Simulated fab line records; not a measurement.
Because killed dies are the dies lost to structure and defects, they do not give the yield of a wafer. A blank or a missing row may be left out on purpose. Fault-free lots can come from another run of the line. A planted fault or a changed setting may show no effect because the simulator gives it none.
The tool behind it: which one?    flow nand-harc    Sampling: 13 lots, 39 wafers, 5 of 1159 route steps

## WHAT EACH GAUGE READ, for each wafer
NHARC_END_SORT_01.
lot   measured      on         defect-limited-yield (%)  killed-at-array  killed-at-other  killed-at-periphery  killed-dies  killed-open  killed-short  sort_bin_2_pct (%)  sort_bin_3_pct (%)  sort_bin_4_pct (%)  sort-n-pass  sort-rim-yield-pct (%)  sort-yield-pct (%)
L550  day 21 10:04  prober-01  94.8 93.4 92.2            24 36 29         6 3 14           5 6 10               35 45 53     7 6 18       4 3 2         0.7 2.2 2.7         0.44 0.15 0.59      4.0 4.3 4.6         642 632 624  96.2 93.4 91.5          94.8 93.4 92.2
L552  day 21 09:07  prober-02  93.1 94.4 93.4            28 26 31         16 8 10          3 4 4                47 38 45     17 14 11     7 2 3         1.5 2.1 1.9         0.15 0 0.15         5.3 3.5 4.6         630 639 632  93.4 94.3 92.5          93.1 94.4 93.4
L557  day 23 04:53  prober-01  95.7 96.2 95.1            27 26 30         0 0 0            2 0 3                29 26 33     3 0 1        3 0 3         1.2 1.6 1.6         0.15 0 0.44         3.0 2.2 2.8         648 651 644  94.3 92.5 93.4          95.7 96.2 95.1
L560  day 24 03:46  prober-01  97.3 97.3 96.8            17 14 21         0 0 0            1 4 1                18 18 22     2 4 4        1 1 2         0.9 0.3 0.7         0 0.15 0            1.8 2.2 2.5         659 659 655  97.2 96.2 93.4          97.3 97.3 96.8

## TOOL THAT RAN EACH LOT (tool first, then ch and the chambers of the sampled wafers, then the start)
lot   NHARC_THIN_TSV_STRIP_62               NHARC_THIN_TSV_ANNEAL_52          NHARC_THIN_TSV_DEGAS_53       NHARC_THIN_TSV_PRE_CLEAN_54
L543  plasma-asher-02 ch 0,1, day 19 02:46  rtp-anneal-01 ch 0, day 19 04:22  pvd-sputter-03, day 19 05:10  pvd-sputter-03, day 19 05:16
L546  plasma-asher-02 ch 0,1, day 19 03:26  rtp-anneal-02 ch 0, day 19 05:06  pvd-sputter-02, day 19 05:54  pvd-sputter-02, day 19 05:58
L549  plasma-asher-02 ch 0,1, day 20 05:22  rtp-anneal-01 ch 0, day 20 06:47  pvd-sputter-02, day 20 07:32  pvd-sputter-02, day 20 07:38
L548  plasma-asher-01 ch 0,1, day 20 06:32  rtp-anneal-01 ch 0, day 20 07:55  pvd-sputter-02, day 20 08:44  pvd-sputter-02, day 20 08:49
L550  plasma-asher-02 ch 0,1, day 20 20:52  rtp-anneal-01 ch 0, day 20 22:13  pvd-sputter-03, day 20 23:02  pvd-sputter-03, day 20 23:06
L552  plasma-asher-02 ch 0,1, day 20 22:08  rtp-anneal-02 ch 0, day 20 23:31  pvd-sputter-03, day 21 00:22  pvd-sputter-03, day 21 00:26
L556  plasma-asher-01 ch 0,1, day 21 21:20  rtp-anneal-01 ch 0, day 21 22:42  pvd-sputter-03, day 21 23:32  pvd-sputter-03, day 21 23:37
L558  plasma-asher-02 ch 0,1, day 22 06:36  rtp-anneal-02 ch 0, day 22 08:01  pvd-sputter-02, day 22 08:42  pvd-sputter-02, day 22 08:47
L557  plasma-asher-01 ch 0,1, day 22 15:17  rtp-anneal-01 ch 0, day 22 16:38  pvd-sputter-03, day 22 17:28  pvd-sputter-03, day 22 17:31
L562  plasma-asher-02 ch 0,1, day 23 06:50  rtp-anneal-02 ch 0, day 23 08:21  pvd-sputter-02, day 23 09:10  pvd-sputter-02, day 23 09:13
L560  plasma-asher-01 ch 0,1, day 23 09:27  rtp-anneal-02 ch 0, day 23 10:55  pvd-sputter-01, day 23 11:40  pvd-sputter-01, day 23 11:45
L563  plasma-asher-02 ch 0,1, day 24 00:59  rtp-anneal-02 ch 0, day 24 02:19  pvd-sputter-02, day 24 03:07  pvd-sputter-02, day 24 03:12
L566  plasma-asher-02 ch 0,1, day 24 16:17  rtp-anneal-02 ch 0, day 24 17:53  pvd-sputter-01, day 24 18:43  pvd-sputter-01, day 24 18:47
- NHARC_THIN_TSV_STRIP_62: strips in N2/H2, time 20 s.
- NHARC_THIN_TSV_ANNEAL_52: time 90 s.
- NHARC_THIN_TSV_DEGAS_53: time 60 s.
- NHARC_THIN_TSV_PRE_CLEAN_54: time 30 s.

## AS READ BY THE TOOLS THEMSELVES (means over the sampled wafers that have a number; for cases with no such wafer, the mark the record gives instead)
NHARC_THIN_TSV_STRIP_62.
lot   tool             drypump-motor-current-A (A)  heater-power-w (W)
L543  plasma-asher-02  6.13                         334
L546  plasma-asher-02  6.25                         320
L549  plasma-asher-02  6.14                         332
L548  plasma-asher-01  6.09                         330
L550  plasma-asher-02  -                            -
L552  plasma-asher-02  -                            -
L556  plasma-asher-01  6.25                         344
L558  plasma-asher-02  6.28                         318
L557  plasma-asher-01  6.23                         345
L562  plasma-asher-02  6.24                         315
L560  plasma-asher-01  6.10                         328
L563  plasma-asher-02  6.26                         318
L566  plasma-asher-02  6.15                         330

NHARC_THIN_TSV_ANNEAL_52.
lot   tool           wafer_temp_C_max
L543  rtp-anneal-01  225.80
L546  rtp-anneal-02  226.00
L549  rtp-anneal-01  226.14
L548  rtp-anneal-01  225.74
L550  rtp-anneal-01  225.86
L552  rtp-anneal-02  225.73
L556  rtp-anneal-01  225.99
L558  rtp-anneal-02  225.77
L557  rtp-anneal-01  225.71
L562  rtp-anneal-02  225.56
L560  rtp-anneal-02  225.87
L563  rtp-anneal-02  225.86
L566  rtp-anneal-02  225.90

NHARC_THIN_TSV_DEGAS_53.
lot   tool            heater-power-w (W)
L543  pvd-sputter-03  501
L546  pvd-sputter-02  483
L549  pvd-sputter-02  466
L548  pvd-sputter-02  486
L550  pvd-sputter-03  454
L552  pvd-sputter-03  471
L556  pvd-sputter-03  470
L558  pvd-sputter-02  467
L557  pvd-sputter-03  464
L562  pvd-sputter-02  475
L560  pvd-sputter-01  496
L563  pvd-sputter-02  487
L566  pvd-sputter-01  461

NHARC_THIN_TSV_PRE_CLEAN_54.
lot   tool            heater-power-w (W)
L543  pvd-sputter-03  417
L546  pvd-sputter-02  425
L549  pvd-sputter-02  418
L548  pvd-sputter-02  427
L550  pvd-sputter-03  412
L552  pvd-sputter-03  401
L556  pvd-sputter-03  410
L558  pvd-sputter-02  425
L557  pvd-sputter-03  415
L562  pvd-sputter-02  417
L560  pvd-sputter-01  424
L563  pvd-sputter-02  417
L566  pvd-sputter-01  429

## THE ANSWER, worked out from the rows above alone
Rule: what is usual is taken from the lots themselves. The widest of any qualifying gaps counts: lots, ordered by their means at a reading, are off when they make up no more than a third of the lots, leave a main group of 4 or more, and stand apart from it by 3 or more times the standard deviation of that group's means. A main group is skipped when, at the precision printed for the reading in the tables above, its means are all equal. Also off: a lot with no number at a reading for which 4 or more lots have one. All remaining lots with rows at the step are treated as sound. The gauges are gone through in route order, then the tools' own readings, and for those a lot's mean is taken as printed above. The first step at which some lot is off is used, and at that step the reading that is off furthest; a lot without a number counts as furthest.
Off: L550, L552, at NHARC_THIN_TSV_STRIP_62 (drypump-motor-current-A). Without a number there: L550, L552. The main group has a mean of 6.19 A with a standard deviation of 0.067.
A tool fits if, at that step or a process step before it, it ran every lot that is off, and no sound lot after the first of them. None of those tried fits.

## WHAT THE SIMULATOR HAD INSERTED
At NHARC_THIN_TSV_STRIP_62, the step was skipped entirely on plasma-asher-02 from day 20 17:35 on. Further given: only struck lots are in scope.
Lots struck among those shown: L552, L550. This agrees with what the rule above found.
